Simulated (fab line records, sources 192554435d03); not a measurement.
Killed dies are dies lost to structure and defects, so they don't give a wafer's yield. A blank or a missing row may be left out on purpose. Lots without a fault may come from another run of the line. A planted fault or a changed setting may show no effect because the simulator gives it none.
Problem report in the 8D (eight disciplines) form, filled by code | flow n5_finfet | the parts of the form that need people (team, actions taken, sign-off) are left out

1. THE PROBLEM
bias_w at N5_BEOL_M6_ETCH_66 reads a mean of 159.5 W on 1 wafer of 1 lot; wafers without a fault read 150.1 W with a standard deviation of 0.43. That is +22 standard deviations from the usual mean.
The step: etches SOC in N2/H2, target depth 80 nm, overetch 16 nm, time 120 s.
First seen on wafer L420.5, day 12 18:24, on rie_diel-03. The record holds 15 wafers of 5 lots with a number at this step. Rule for "out", or "out of limits": more than 4 standard deviations from the usual mean. The other wafers with a number count as sound.

2. WHAT IT IS AND WHAT IT IS NOT
question                    | is                | is not
which readings at this step | bias_w, rf_vpp_V  | chamber_pressure_mTorr, drypump_motor_current_A, oes_product_au, showerhead_plenum_p_Torr, throttle_valve_pct
which lots                  | L420              | L409, L412, L419, L428
which wafers of those lots  | L420.5            | L420.2, L420.4
read on which tools         | rie_diel-03       | rie_diel-04, rie_diel-05
when                        | from day 12 18:24 | up to then (11 sound wafers); but 3 sound wafers of L428 came after

3. SUSPECTS, AND WHAT RULES EACH OUT
Counting: a tool at a process step up to the reading stays a suspect if it ran every lot that is out. Sound lots after the first of them don't rule it out here, since some wafers of a struck lot are sound.
- rie_diel-03 at N5_BEOL_M6_DESCUM_33 (chemistry O2, time 7 s): kept. It ran the lot that is out, L420 (day 12 18:19); its last sound lot up to then is L412 (day 10 14:07).
- rie_diel-03 at N5_BEOL_M6_ETCH_72 (etches underlayer in N2/H2, target depth 6.5 nm, time 5.2 s): kept. It ran the lot that is out, L420 (day 12 18:22); its last sound lot up to then is L412 (day 10 14:10).
- rie_diel-03 at N5_BEOL_M6_ETCH_65 (etches SiARC in CF4, target depth 15.6 nm, time 26 s): kept. It ran the lot that is out, L420 (day 12 18:22); its last sound lot up to then is L412 (day 10 14:10).
- rie_diel-03 at N5_BEOL_M6_ETCH_66 (etches SOC in N2/H2, target depth 80 nm, overetch 16 nm, time 120 s): kept. It ran the lot that is out, L420 (day 12 18:24); its last sound lot up to then is L412 (day 10 14:12). Its own readings are out on those wafers: bias_w, rf_vpp_V.
- Within rie_diel-03 at N5_BEOL_M6_DESCUM_33: the wafers that are out ran in chamber 1; their sound lot-mates ran in chambers 2, 3.
- Within rie_diel-03 at N5_BEOL_M6_ETCH_72: the wafers that are out ran in chamber 1; their sound lot-mates ran in chambers 2, 3.
- Within rie_diel-03 at N5_BEOL_M6_ETCH_65: the wafers that are out ran in chamber 1; their sound lot-mates ran in chambers 2, 3.
- Within rie_diel-03 at N5_BEOL_M6_ETCH_66: the wafers that are out ran in chamber 1; their sound lot-mates ran in chambers 2, 3.
Left after counting: rie_diel-03 at N5_BEOL_M6_DESCUM_33, rie_diel-03 at N5_BEOL_M6_ETCH_72, rie_diel-03 at N5_BEOL_M6_ETCH_65, rie_diel-03 at N5_BEOL_M6_ETCH_66.

4. THE CAUSE (what the simulator had put in)
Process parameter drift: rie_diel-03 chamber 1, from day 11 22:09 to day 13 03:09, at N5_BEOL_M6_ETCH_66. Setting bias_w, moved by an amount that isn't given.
Counting left 4 suspects, and this tool is among them.

5. THE CHAIN OF EFFECTS, in route order
Each row: a reading whose mean over the struck wafers that have a number lies more than 3 standard deviations from the usual. Only readings for which the record gives a usual standard deviation are gone through. hours: the time from each lot's start at the first step in this table that gives one to its start at this step, as a median over the lots. sigmas: the change in usual standard deviations.
hours | step               | reading  | usual   | on struck wafers | change | sigmas
0     | N5_BEOL_M6_ETCH_66 | bias_w   | 150.1 W | 159.5            | +9.4   | +22
0     | N5_BEOL_M6_ETCH_66 | rf_vpp_V | 524.1 V | 543.5            | +19.4  | +8.1
The process steps in it:
- N5_BEOL_M6_ETCH_66: etches SOC in N2/H2, target depth 80 nm, overetch 16 nm, time 120 s.

6. WHAT WOULD HAVE CAUGHT IT SOONER
In this record the first reading out of limits was taken at day 12 18:24, 20 hours after the fault began at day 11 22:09.
